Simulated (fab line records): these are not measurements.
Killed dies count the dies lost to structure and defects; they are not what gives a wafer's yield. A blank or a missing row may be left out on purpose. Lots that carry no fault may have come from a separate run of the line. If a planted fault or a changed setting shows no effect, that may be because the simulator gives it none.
Chamber matching || flow n5_finfet || N5_BEOL_M13_DEP_53 on pecvd-02 has 3 sister chambers
The step deposits SiCN from 3MS/NH3, target thk 50 nm, time 17.8 s. 16 wafers are shown with their chamber, then 8 later ones without.

EACH WAFER AND ITS CHAMBER
{"wafer": "L075.1", "chamber": 2, "throttle_valve_pct (%)": 16.3, "showerhead_plenum_p_Torr (Torr)": 4.185}
{"wafer": "L075.3", "chamber": 1, "throttle_valve_pct (%)": 18.0, "showerhead_plenum_p_Torr (Torr)": 4.119}
{"wafer": "L075.5", "chamber": 2, "throttle_valve_pct (%)": 16.0, "showerhead_plenum_p_Torr (Torr)": 4.181}
{"wafer": "L076.3", "chamber": 0, "throttle_valve_pct (%)": 19.0, "showerhead_plenum_p_Torr (Torr)": 4.156}
{"wafer": "L076.5", "chamber": 1, "throttle_valve_pct (%)": 17.9, "showerhead_plenum_p_Torr (Torr)": 4.128}
{"wafer": "L076.6", "chamber": 2, "throttle_valve_pct (%)": 16.1, "showerhead_plenum_p_Torr (Torr)": 4.192}
{"wafer": "L077.1", "chamber": 2, "throttle_valve_pct (%)": 16.4, "showerhead_plenum_p_Torr (Torr)": 4.194}
{"wafer": "L077.2", "chamber": 1, "throttle_valve_pct (%)": 17.9, "showerhead_plenum_p_Torr (Torr)": 4.120}
{"wafer": "L077.6", "chamber": 2, "throttle_valve_pct (%)": 16.4, "showerhead_plenum_p_Torr (Torr)": 4.172}
{"wafer": "L083.3", "chamber": 2, "throttle_valve_pct (%)": 16.4, "showerhead_plenum_p_Torr (Torr)": 4.189}
{"wafer": "L083.4", "chamber": 2, "throttle_valve_pct (%)": 16.1, "showerhead_plenum_p_Torr (Torr)": 4.193}
{"wafer": "L083.6", "chamber": 1, "throttle_valve_pct (%)": 18.2, "showerhead_plenum_p_Torr (Torr)": 4.131}
{"wafer": "L085.2", "chamber": 2, "throttle_valve_pct (%)": 16.3, "showerhead_plenum_p_Torr (Torr)": 4.175}
{"wafer": "L085.3", "chamber": 1, "throttle_valve_pct (%)": 18.0, "showerhead_plenum_p_Torr (Torr)": 4.124}
{"wafer": "L085.4", "chamber": 0, "throttle_valve_pct (%)": 19.0, "showerhead_plenum_p_Torr (Torr)": 4.155}
{"wafer": "L086.1", "chamber": 1, "throttle_valve_pct (%)": 18.0, "showerhead_plenum_p_Torr (Torr)": 4.125}

SIGNATURES (averages over the wafers above)
{"reading": "throttle_valve_pct", "chamber 0": 19.000, "chamber 1": 18.000, "chamber 2": 16.250, "scatter within a chamber": 0.136}
{"reading": "showerhead_plenum_p_Torr", "chamber 0": 4.15550, "chamber 1": 4.12450, "chamber 2": 4.18513, "scatter within a chamber": 0.0068}
Rule: for each reading, subtract the chamber's mean from the wafer's reading, divide by that reading's scatter and square the result; add these up over the readings and take the root, which gives the wafer's distance from the chamber. If the next closest chamber is less than 2 further off than the closest, the wafer can't be placed; otherwise it belongs to the closest. The scatter: the root of (the sum of the squares of (reading less its chamber's mean) over the shown wafers, divided by (wafers less chambers)).

WAFERS WHOSE CHAMBER IS MISSING
{"wafer": "L086.2", "throttle_valve_pct (%)": 16.4, "showerhead_plenum_p_Torr (Torr)": 4.202}
{"wafer": "L086.3", "throttle_valve_pct (%)": 18.9, "showerhead_plenum_p_Torr (Torr)": 4.149}
{"wafer": "L089.3", "throttle_valve_pct (%)": 19.1, "showerhead_plenum_p_Torr (Torr)": 4.160}
{"wafer": "L089.4", "throttle_valve_pct (%)": 18.1, "showerhead_plenum_p_Torr (Torr)": 4.135}
{"wafer": "L089.6", "throttle_valve_pct (%)": 16.3, "showerhead_plenum_p_Torr (Torr)": 4.182}
{"wafer": "L094.3", "throttle_valve_pct (%)": 16.8, "showerhead_plenum_p_Torr (Torr)": 4.187}
{"wafer": "L094.4", "throttle_valve_pct (%)": 18.9, "showerhead_plenum_p_Torr (Torr)": 4.159}
{"wafer": "L094.5", "throttle_valve_pct (%)": 18.8, "showerhead_plenum_p_Torr (Torr)": 4.143}

THE CHAMBER EACH PASSED THROUGH
{"wafer": "L086.2", "from the rows above": 2, "in truth": 2}
{"wafer": "L086.3", "from the rows above": 0, "in truth": 0}
{"wafer": "L089.3", "from the rows above": 0, "in truth": 0}
{"wafer": "L089.4", "from the rows above": 1, "in truth": 1}
{"wafer": "L089.6", "from the rows above": 2, "in truth": 2}
{"wafer": "L094.3", "from the rows above": 2, "in truth": 2}
{"wafer": "L094.4", "from the rows above": 0, "in truth": 0}
{"wafer": "L094.5", "from the rows above": 0, "in truth": 0}
8 of 8 placed correctly. Left unplaced by these rows: 0. Placed wrongly: 0.
